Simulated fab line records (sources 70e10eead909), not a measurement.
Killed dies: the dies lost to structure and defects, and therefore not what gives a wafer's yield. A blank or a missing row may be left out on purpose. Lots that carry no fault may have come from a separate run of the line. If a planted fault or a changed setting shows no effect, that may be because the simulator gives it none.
Matching of chambers / flow nand-harc / 4 sister chambers for NHARC_A_STAIRCASE_CMP_152 on cmp-01
The step polishes. 16 wafers are shown with their chamber, then 7 later ones without.

== WAFERS, EACH WITH ITS CHAMBER ==
wafer=L075.1; chamber=0; motor-current-A (A)=10.6; slurry-flow-ml-min=149.7; pad-life-wafers=213
wafer=L075.3; chamber=3; motor-current-A (A)=10.4; slurry-flow-ml-min=150.4; pad-life-wafers=212
wafer=L075.4; chamber=1; motor-current-A (A)=10.4; slurry-flow-ml-min=150.9; pad-life-wafers=210
wafer=L074.2; chamber=3; motor-current-A (A)=9.9; slurry-flow-ml-min=150.7; pad-life-wafers=241
wafer=L074.3; chamber=0; motor-current-A (A)=11.1; slurry-flow-ml-min=150.2; pad-life-wafers=242
wafer=L074.4; chamber=1; motor-current-A (A)=9.7; slurry-flow-ml-min=150.0; pad-life-wafers=243
wafer=L079.1; chamber=3; motor-current-A (A)=11.0; slurry-flow-ml-min=150.2; pad-life-wafers=50
wafer=L079.4; chamber=2; motor-current-A (A)=11.1; slurry-flow-ml-min=149.5; pad-life-wafers=49
wafer=L081.2; chamber=0; motor-current-A (A)=10.4; slurry-flow-ml-min=150.1; pad-life-wafers=138
wafer=L081.3; chamber=3; motor-current-A (A)=10.3; slurry-flow-ml-min=150.3; pad-life-wafers=141
wafer=L083.3; chamber=1; motor-current-A (A)=10.1; slurry-flow-ml-min=149.4; pad-life-wafers=180
wafer=L083.4; chamber=2; motor-current-A (A)=11.2; slurry-flow-ml-min=149.4; pad-life-wafers=181
wafer=L084.3; chamber=1; motor-current-A (A)=10.0; slurry-flow-ml-min=150.0; pad-life-wafers=249
wafer=L084.4; chamber=3; motor-current-A (A)=10.3; slurry-flow-ml-min=149.9; pad-life-wafers=247
wafer=L089.2; chamber=3; motor-current-A (A)=10.7; slurry-flow-ml-min=150.2; pad-life-wafers=362
wafer=L089.3; chamber=1; motor-current-A (A)=10.1; slurry-flow-ml-min=150.1; pad-life-wafers=360

SIGNATURES (averages over the wafers above)
reading=motor-current-A; chamber 0=10.700; chamber 1=10.060; chamber 2=11.150; chamber 3=10.433; scatter within a chamber=0.32
reading=slurry-flow-ml-min; chamber 0=150.000; chamber 1=150.080; chamber 2=149.450; chamber 3=150.283; scatter within a chamber=0.37
reading=pad-life-wafers; chamber 0=197.67; chamber 1=248.40; chamber 2=115.00; chamber 3=208.83; scatter within a chamber=86.1
Rule: distance of a wafer from a chamber = root of the sum over the readings of ((wafer's reading minus chamber's mean) / reading's scatter) squared. The wafer belongs to the nearest chamber; if the next one is less than 2 further off, it can't be placed. The scatter is the square root of a quotient: the sum, over the shown wafers, of each reading's squared deviation from its chamber's mean, divided by wafers minus chambers.

== WAFERS MISSING THEIR CHAMBER ==
wafer=L089.4; motor-current-A (A)=10.7; slurry-flow-ml-min=149.6; pad-life-wafers=363
wafer=L090.1; motor-current-A (A)=10.9; slurry-flow-ml-min=150.1; pad-life-wafers=18
wafer=L090.2; motor-current-A (A)=10.8; slurry-flow-ml-min=149.7; pad-life-wafers=21
wafer=L090.3; motor-current-A (A)=10.9; slurry-flow-ml-min=149.8; pad-life-wafers=20
wafer=L093.1; motor-current-A (A)=10.8; slurry-flow-ml-min=149.6; pad-life-wafers=123
wafer=L093.2; motor-current-A (A)=10.5; slurry-flow-ml-min=151.0; pad-life-wafers=121
wafer=L093.4; motor-current-A (A)=10.7; slurry-flow-ml-min=150.2; pad-life-wafers=122

== WHICH CHAMBER EACH WENT THROUGH ==
wafer=L089.4; from the rows above=can't be placed: 0 or 3 or 1 or 2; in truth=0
wafer=L090.1; from the rows above=can't be placed: 0 or 2 or 3 or 1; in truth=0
wafer=L090.2; from the rows above=can't be placed: 2 or 0 or 3 or 1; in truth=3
wafer=L090.3; from the rows above=can't be placed: 2 or 0 or 3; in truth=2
wafer=L093.1; from the rows above=can't be placed: 2 or 0 or 3 or 1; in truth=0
wafer=L093.2; from the rows above=can't be placed: 3 or 0 or 1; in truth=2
wafer=L093.4; from the rows above=can't be placed: 0 or 3 or 2 or 1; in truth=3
Placed correctly: 0 of 7. Cannot be placed on the basis of these rows: 7; the candidates contain the true chamber in 6. Placed wrongly: 0.
